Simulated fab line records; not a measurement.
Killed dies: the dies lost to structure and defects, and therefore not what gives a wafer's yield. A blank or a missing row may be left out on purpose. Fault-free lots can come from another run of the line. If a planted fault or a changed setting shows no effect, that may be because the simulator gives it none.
fab line records | flow nand-harc
record lots=5 wafers=15 last-day=33
route steps=1302 shown P_GATE@170 END@1302
lots untouched by any fault: they come from a run of this same line in which no faults occurred
start-h: hours from the record's opening day to when the first of the lot's shown wafers began | wait-h: time in hours since the lot's previous step | " same as the row above | L1.1+2: several wafers, shown together as one row | - value missing, or start not given | * or withheld: withheld | < > ~ a bound
route shown NAME@n: names a module that has steps shown in the file, with the first one's number in the route | usual: average and standard deviation across the fault-free wafers | same: alike in all rows | chamber/n: place in a boat | sites: each site's reading | _std_site: standard deviation across them | _edge_site: outer sites' mean less inner sites' | radius-mm: for every site, how far away it sits from the centre of the wafer | mask NAME#n: copy n | behind: the tool/chamber that last shaped the wafer | hold: cause of the lot's hold/its duration in hours/its outcome | device: whichever transistor did not switch (one of n, p or np) | end of line: the route-end tests of the same wafers | where a step has no rows: the recipe by itself | killed: dies that structure and defects cost at the first sort, which is not the same as the wafer's yield | map: dies across one wafer; x = killed, . = not, _ = none there
set.NAME: the setting the step ran with; set.NAME@STEP: the setting that earlier step ran with | model.NAME: the simulator's own value behind a step, which no gauge read
lots at some steps of the route; a table a step, a row a wafer
services: when a tool's chamber went out of use (start-h, in hours from the record's first day, below 0 if earlier), for how many hours, and the reason
## steps
# step NHARC_P_GATE_CD_MEAS_46
# recipe target-cd-nm=720 landing-energy-ev=500
# usual cd-nm=719.9/2.7
# columns lot.wafer tool chamber start-h wait-h cd-nm
L403.1 cd-sem-02 0 151.70 - 718.8
L403.2 " 0 " " 720.4
L403.3 " 0 " " 716.8
L417.2 cd-sem-01 0 288.87 - 721.4
L417.4 " 0 " " 722.7
L417.6 " 0 " " 718.4
L418.1 cd-sem-01 0 298.76 - 721.6
L418.2 " 0 " " 719.2
L418.4 " 0 " " 717.3
L419.2 cd-sem-03 0 314.22 - 720.1
L419.3 " 0 " " 716.3
L419.6 " 0 " " 720.0
L420.2 cd-sem-02 0 318.11 - 716.7
L420.3 " 0 " " 718.7
L420.6 " 0 " " 717.7
# step NHARC_P_GATE_HARDBAKE_47
# recipe temp-c=125 time-s=80
# step NHARC_P_GATE_DESCUM_48
# recipe time-s=3 o2-flow-sccm=200 ar-flow-sccm=0 bias-power-w=0 chemistry=O2
# usual drypump-motor-current-A=5.7/0.46 mfc-ar-sccm=0.007/0.013 oes-product-au=0.998/0.015 rf-vpp-V=57.7/0.85 showerhead-plenum-p-Torr=1.91/0.065 throttle-valve-pct=11.312/0.0086
# columns lot.wafer tool chamber start-h wait-h drypump-motor-current-A mfc-ar-sccm oes-product-au rf-hours-counter-h rf-vpp-V showerhead-plenum-p-Torr throttle-valve-pct
L403.1 rie-diel-12 2 151.86 - 5.6 0 0.976 2.7 57.3 1.90 11.311
L403.2 " 3 " " 5.2 0.000 1.011 3.4 58.0 1.98 11.310
L403.3 " 0 " " 5.9 0.005 0.997 3.7 57.1 1.87 11.312
L417.4 rie-diel-04 3 289.02 - 5.9 0 0.994 5.8 58.3 1.97 11.308
L417.2 " 2 " " 4.7 0 1.019 5.8 57.0 1.80 11.307
L417.6 " 3 " " 5.9 0 0.996 - 57.3 1.97 11.311
L418.4 rie-diel-10 3 298.93 - 6.4 0 1.015 2.6 56.4 1.96 11.320
L418.1 " 0 " " 5.8 0.036 1.020 2.1 59.2 1.95 11.300
L418.2 " 1 " " 5.7 0 1.030 1.7 57.9 1.80 11.315
L419.2 rie-diel-04 0 314.37 - 5.7 0.032 1.005 7.4 59.7 1.90 11.314
L419.3 " 2 " " 4.7 0 1.008 7.7 59.3 1.80 11.314
L419.6 " 0 " " 5.7 0.032 0.996 - 58.1 1.90 11.316
L420.3 rie-diel-10 1 318.30 - 5.7 0 1.022 2.1 59.4 1.80 11.325
L420.2 " 2 " " 5.2 0 0.995 2.8 57.7 1.89 11.321
L420.6 " 3 " " 6.4 0 1.003 - 57.4 1.96 11.304
# step NHARC_P_GATE_IMPLANT_49
# recipe energy-kev=30 dose-cm2=3e+15 tilt-deg=7
# step NHARC_P_GATE_STRIP_111
# recipe power-w=1500 temp-c=110 time-s=250 chemistry=N2/H2
# usual drypump-motor-current-A=5.8/0.38 heater-power-w=89/12
# columns lot.wafer tool chamber start-h wait-h drypump-motor-current-A heater-power-w rf-hours-counter-h
L403.1 plasma-asher-01 0 152.23 0.2 5.3 92 36
L403.2 " 1 " " 5.2 81 36
L403.3 " 1 " " 5.2 81 -
L417.2 plasma-asher-02 0 289.39 0.2 5.7 75 8
L417.4 " 0 " " 5.7 73 -
L417.6 " 0 " " 5.7 76 -
L418.2 plasma-asher-02 0 299.29 0.2 5.7 74 10
L418.1 " 1 " " 6.2 102 10
L418.4 " 0 " " 5.7 76 -
L419.2 plasma-asher-02 1 314.80 0.2 6.2 99 12
L419.3 " 0 " " 5.7 77 -
L419.6 " 0 " " 5.7 76 -
L420.2 plasma-asher-02 0 318.64 0.2 5.7 75 13
L420.3 " 1 " " 6.2 105 -
L420.6 " 1 " " 6.2 102 -
# step NHARC_P_GATE_STRIP_75
# recipe power-w=1500 temp-c=250 chemistry=O2
# usual drypump-motor-current-A=5.8/0.38 heater-power-w=332/44
# columns lot.wafer tool chamber start-h wait-h drypump-motor-current-A heater-power-w rf-hours-counter-h
L403.1 plasma-asher-01 0 152.53 0.3 5.3 335 37
L403.2 " 1 " " 5.3 301 37
L403.3 " 1 " " 5.2 317 -
L417.2 plasma-asher-02 0 289.69 0.3 5.7 279 8
L417.4 " 0 " " 5.7 281 -
L417.6 " 0 " " 5.7 275 -
L418.2 plasma-asher-02 0 299.59 0.2 5.7 279 10
L418.1 " 1 " " 6.2 385 10
L418.4 " 0 " " 5.7 287 -
L419.2 plasma-asher-02 1 315.06 0.2 6.2 381 12
L419.3 " 0 " " 5.7 294 -
L419.6 " 0 " " 5.7 284 -
L420.2 plasma-asher-02 0 318.95 0.3 5.7 285 14
L420.3 " 1 " " 6.2 380 -
L420.6 " 1 " " 6.2 388 -
# step NHARC_P_GATE_STRIP_50
# recipe time-s=900 temp-c=130 chemistry=SPM
# step NHARC_P_GATE_DEHYDRATE_51
# recipe temp-c=150 time-s=120
# step NHARC_P_GATE_HMDS_52
# recipe time-s=30
# step NHARC_P_GATE_COAT_53
# recipe spin-rpm=3000
# step NHARC_P_GATE_SOFTBAKE_54
# recipe temp-c=122 time-s=95
# step NHARC_P_GATE_EBR_55
# step NHARC_P_GATE_EXPOSE_56
# recipe na=0.6 target-cd-nm=720 dose-mj=14.81 mask-id=P_PSD
# columns lot.wafer tool chamber start-h wait-h mask
L403.1+2+3 krf-scanner-04 0 153.30 - P_PSD_R1#0
L417.2+4+6 krf-scanner-04 0 290.34 - P_PSD#0
L418.1+2+4 krf-scanner-04 0 300.23 - P_PSD#0
L419.2+3+6 krf-scanner-03 0 315.82 - P_PSD#0
L420.2+3+6 krf-scanner-03 0 319.60 - P_PSD#0
# step NHARC_P_GATE_PEB_57
# recipe peb-temp-c=118 peb-time-s=85
# step NHARC_END_SORT_01
# recipe temp-c=25
# usual killed-at-array=55/17 killed-at-other=0.9/1.2 killed-at-periphery=3.7/2.5 killed-dies=59/18 killed-open=3.4/1.9 killed-short=2.6/1.6
# same gross-dies=677
# columns lot.wafer tool chamber start-h wait-h killed-at-array killed-at-other killed-at-periphery killed-dies killed-open killed-short
L403.1 prober-02 0 635.81 2.5 67 0 6 73 7 3
L403.2 prober-02 0 636.60 2.8 68 0 3 71 4 1
L403.3 prober-02 0 637.40 3.1 71 0 0 71 1 0
L417.2 prober-02 0 732.29 2.8 39 0 3 42 0 4
L417.4 prober-02 0 733.90 3.4 48 0 5 53 2 3
L417.6 prober-02 0 735.51 4.0 50 0 2 52 4 2
L420.2 prober-02 0 779.63 2.8 36 2 4 42 2 4
L420.3 prober-02 0 780.43 3.1 29 0 3 32 3 1
L420.6 prober-02 0 782.81 4.0 32 1 1 34 4 1
# killed by level:class
L403.1 A_CHANNEL_HOLE_D1:chamber-film-flake=24 A_SLIT:chamber-film-flake=23 A_CHANNEL_HOLE_D2:chamber-film-flake=10 P_CONTACT:geometric-particle:open=4 A_CONTACT:chamber-film-flake=3 A_CHANNEL_FILL_D2:geometric-particle:open=2 A_ONON_D1:geometric-particle:short=1 A_CHANNEL_HOLE_D2:geometric-particle:open=1
L403.2 A_CHANNEL_HOLE_D1:chamber-film-flake=33 A_SLIT:chamber-film-flake=18 A_STAIRCASE:chamber-film-flake=8 A_CHANNEL_HOLE_D2:chamber-film-flake=3 A_CONTACT:chamber-film-flake=2 P_CONTACT:geometric-particle:short=1 P_CONTACT:geometric-particle:open=1 P_M1:geometric-particle:open=1
L403.3 A_CHANNEL_HOLE_D1:chamber-film-flake=32 A_SLIT:chamber-film-flake=17 A_STAIRCASE:chamber-film-flake=8 A_CHANNEL_HOLE_D2:chamber-film-flake=6 A_CONTACT:chamber-film-flake=4 A_DECK1_JOINT:chamber-film-flake=2 A_BLC:geometric-particle:open=1 A_WL_FILL:chamber-film-flake=1
L417.2 A_CHANNEL_HOLE_D1:chamber-film-flake=30 A_CHANNEL_HOLE_D1:geometric-particle:short=2 A_SLIT:chamber-film-flake=2 A_CHANNEL_FILL_D1:chamber-film-flake=2 P_CONTACT:geometric-particle:short=1 A_WL_FILL:geometric-particle:short=1 P_GATE:chamber-film-flake=1 P_M1:chamber-film-flake=1
L417.4 A_CHANNEL_HOLE_D1:chamber-film-flake=31 A_SLIT:chamber-film-flake=4 A_CHANNEL_FILL_D2:geometric-particle:short=2 P_M1:chamber-film-flake=2 A_CONTACT:chamber-film-flake=2 A_CHANNEL_HOLE_D2:chamber-film-flake=2 A_BLC:chamber-film-flake=2 P_CONTACT:geometric-particle:open=1
L417.6 A_CHANNEL_HOLE_D1:chamber-film-flake=29 A_SLIT:chamber-film-flake=5 A_CONTACT:chamber-film-flake=3 A_CHANNEL_HOLE_D2:chamber-film-flake=2 A_BLC:chamber-film-flake=2 P_M2:geometric-particle:open=1 A_CHANNEL_FILL_D2:geometric-particle:open=1 A_SGD_CUT:geometric-particle:short=1
L420.2 A_SLIT:chamber-film-flake=11 A_CHANNEL_HOLE_D1:chamber-film-flake=8 A_CONTACT:chamber-film-flake=6 A_DECK1_JOINT:chamber-film-flake=3 A_ONON_D2:geometric-particle:short=2 P_M1:chamber-film-flake=2 P_CONTACT:geometric-particle:short=1 A_CHANNEL_FILL_D1:geometric-particle:short=1
L420.3 A_CHANNEL_HOLE_D1:chamber-film-flake=9 A_SLIT:chamber-film-flake=6 A_DECK1_JOINT:chamber-film-flake=3 A_CHANNEL_HOLE_D2:chamber-film-flake=3 P_M1:chamber-film-flake=2 A_CONTACT:chamber-film-flake=2 P_M0:geometric-particle:open=1 A_CHANNEL_FILL_D1:geometric-particle:open=1
L420.6 A_CHANNEL_HOLE_D1:chamber-film-flake=10 A_SLIT:chamber-film-flake=10 A_CONTACT:chamber-film-flake=4 A_CHANNEL_FILL_D2:chamber-film-flake=2 P_CONTACT:geometric-particle:short=1 A_ONON_D1:geometric-particle:open=1 A_ONON_D2:geometric-particle:open=1 A_BLC:geometric-particle:open=1
## services
# columns tool chamber start-h hours kind
rie-diel-10 0 144.11 3.7 repair
krf-scanner-03 - 156.04 1.1 repair
plasma-asher-01 - 165.16 9.0 pm
rie-diel-10 0 172.89 3.9 repair
rie-diel-12 2 173.10 4.2 repair
rie-diel-04 - 177.97 9.0 pm
krf-scanner-04 - 182.00 4.0 pm
rie-diel-10 1 186.70 1.3 repair
rie-diel-04 1 191.70 5.2 repair
rie-diel-12 2 219.45 3.8 repair
krf-scanner-03 - 224.00 4.0 pm
krf-scanner-04 - 225.63 0.8 repair
rie-diel-10 - 242.50 9.0 pm
plasma-asher-02 - 249.16 9.0 pm
plasma-asher-02 0 249.16 9.0 vent-cycle
plasma-asher-02 1 249.16 9.0 vent-cycle
rie-diel-12 2 254.22 6.8 repair
krf-scanner-04 - 266.26 2.8 repair
rie-diel-12 - 268.40 9.0 pm
plasma-asher-02 - 287.80 1.2 repair
rie-diel-10 - 290.26 1.4 repair
krf-scanner-03 - 297.07 5.8 repair
rie-diel-04 0 298.71 7.4 repair
krf-scanner-03 - 306.60 0.2 repair
## key
first-sign step=NHARC_P_GATE_EXPOSE_56 reading=mask direction=changed
effect none on later readings
met-at NHARC_P_GATE_EXPOSE_56
struck-wafers L403.1,L403.2,L403.3
tester-left-out L403
fault kind=wrong-mask tool=any chamber=- onset-h=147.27 steps=NHARC_P_GATE_EXPOSE_56 aux-copy=P_PSD_R1#0 cd-offset-nm=-5.6184 scope=struck-lots-only
# tester-left-out: of these lots the tester's yield and bins aren't shown, on N5 and GAA mostly nor the transistor test; their killed dies are dies lost to structure and defects alone, not to doping, threshold or leakage, so they don't give the yield
